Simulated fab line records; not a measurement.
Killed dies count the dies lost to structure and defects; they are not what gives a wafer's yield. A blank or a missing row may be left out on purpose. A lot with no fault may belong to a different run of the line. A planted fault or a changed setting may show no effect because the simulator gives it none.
Which tool is to blame?	flow n5_finfet	11 lots with 32 wafers sampled at 4 steps, on a route of 1938 steps

## WHAT EACH GAUGE READ, for each wafer
N5_PASSIVATION_CD_MEAS_44: the cd target is 40000 nm.
lot	measured	on	cd_nm (nm)
L183	day 12 02:56	cd_sem-01	40003 40001 40002
L185	day 12 08:31	cd_sem-03	40001 39996 39998
L191	day 14 20:13	cd_sem-03	40003 40003 39996
L193	day 15 07:09	cd_sem-02	39998 40003 39998
L196	day 15 15:16	cd_sem-01	39993 40000
L197	day 15 19:02	cd_sem-01	39994 40000 39997
L198	day 16 22:29	cd_sem-02	39994 39995 39993
L199	day 16 18:46	cd_sem-02	40002 40003 40002
L202	day 17 16:48	cd_sem-03	40000 39998 40000
L203	day 17 17:35	cd_sem-02	40006 39998 39999
L206	day 17 22:52	cd_sem-02	40001 39996 39996

## WHAT TOOL EACH LOT RAN ON (gives the tool, then ch and the chambers of the sampled wafers, and finally the start)
lot	N5_BEOL_M4_ETCH_77	N5_MIM_TOP_LITHO_DESCUM_10	N5_MIM_BOT_ETCH_ETCH_03
L183	rie_diel-03 ch 0,2,3, day 7 15:01	rie_diel-03 ch 0,2, day 11 21:01	rie_metal-01 ch 0,1, day 11 22:05
L185	rie_diel-04 ch 1,2,3, day 7 23:54	rie_diel-06 ch 0,1,2, day 12 01:17	rie_metal-02 ch 0,1, day 12 02:11
L191	rie_diel-04 ch 2,3, day 9 22:07	rie_diel-06 ch 1,3, day 14 11:34	rie_metal-03 ch 0,1, day 14 12:40
L193	rie_diel-04 ch 1,2, day 10 09:47	rie_diel-06 ch 2,3, day 15 00:28	rie_metal-01 ch 0,1, day 15 01:40
L196	rie_diel-06 ch 0,2, day 10 14:49	rie_diel-04 ch 2,3, day 15 05:53	rie_metal-01 ch 0, day 15 06:57
L197	rie_diel-06 ch 1,2,3, day 10 22:53	rie_diel-04 ch 2,3, day 15 10:08	rie_metal-03 ch 0,1, day 15 12:08
L198	rie_diel-03 ch 2,3, day 11 07:47	rie_diel-04 ch 1,2,3, day 16 15:32	rie_metal-01 ch 0,1, day 16 16:33
L199	rie_diel-06 ch 0,1,3, day 11 18:43	rie_diel-04 ch 1,2,3, day 16 08:38	rie_metal-01 ch 0,1, day 16 09:32
L202	rie_diel-06 ch 1,3, day 13 04:14	rie_diel-04 ch 0,3, day 17 07:19	rie_metal-02 ch 0,1, day 17 08:13
L203	rie_diel-03 ch 1,3, day 13 04:20	rie_diel-04 ch 0,1,3, day 17 11:02	rie_metal-01 ch 0,1, day 17 12:05
L206	rie_diel-06 ch 1,3, day 13 05:01	rie_diel-03 ch 1,2, day 17 14:37	rie_metal-01 ch 0, day 17 15:31
- N5_BEOL_M4_ETCH_77: etches underlayer in N2/H2, target depth 6.5 nm, time 5.2 s.
- N5_MIM_TOP_LITHO_DESCUM_10: chemistry O2, time 7.9 s.
- N5_MIM_BOT_ETCH_ETCH_03: etches the open film in Cl2/BCl3, target depth 12 nm.

## THE ANSWER, worked out from the rows above alone
Rule: the usual values come from the lots themselves. Put in order of their means at a reading, lots are off if they are a third of the lots or fewer, leave a main group of 4 or more, and stand apart from it by a gap of 3 or more times the standard deviation of the main group's means; of several such gaps the widest counts. The tables above print the reading to a certain number of digits; a main group whose means all agree to those digits is not used. Also off: a lot with no number at a reading for which 4 or more lots have one. Where the step has rows for the other lots, those lots are counted as sound.
None of the lots is off at any reading shown; this tells nothing.

## WHAT WAS PUT IN BY THE SIMULATOR
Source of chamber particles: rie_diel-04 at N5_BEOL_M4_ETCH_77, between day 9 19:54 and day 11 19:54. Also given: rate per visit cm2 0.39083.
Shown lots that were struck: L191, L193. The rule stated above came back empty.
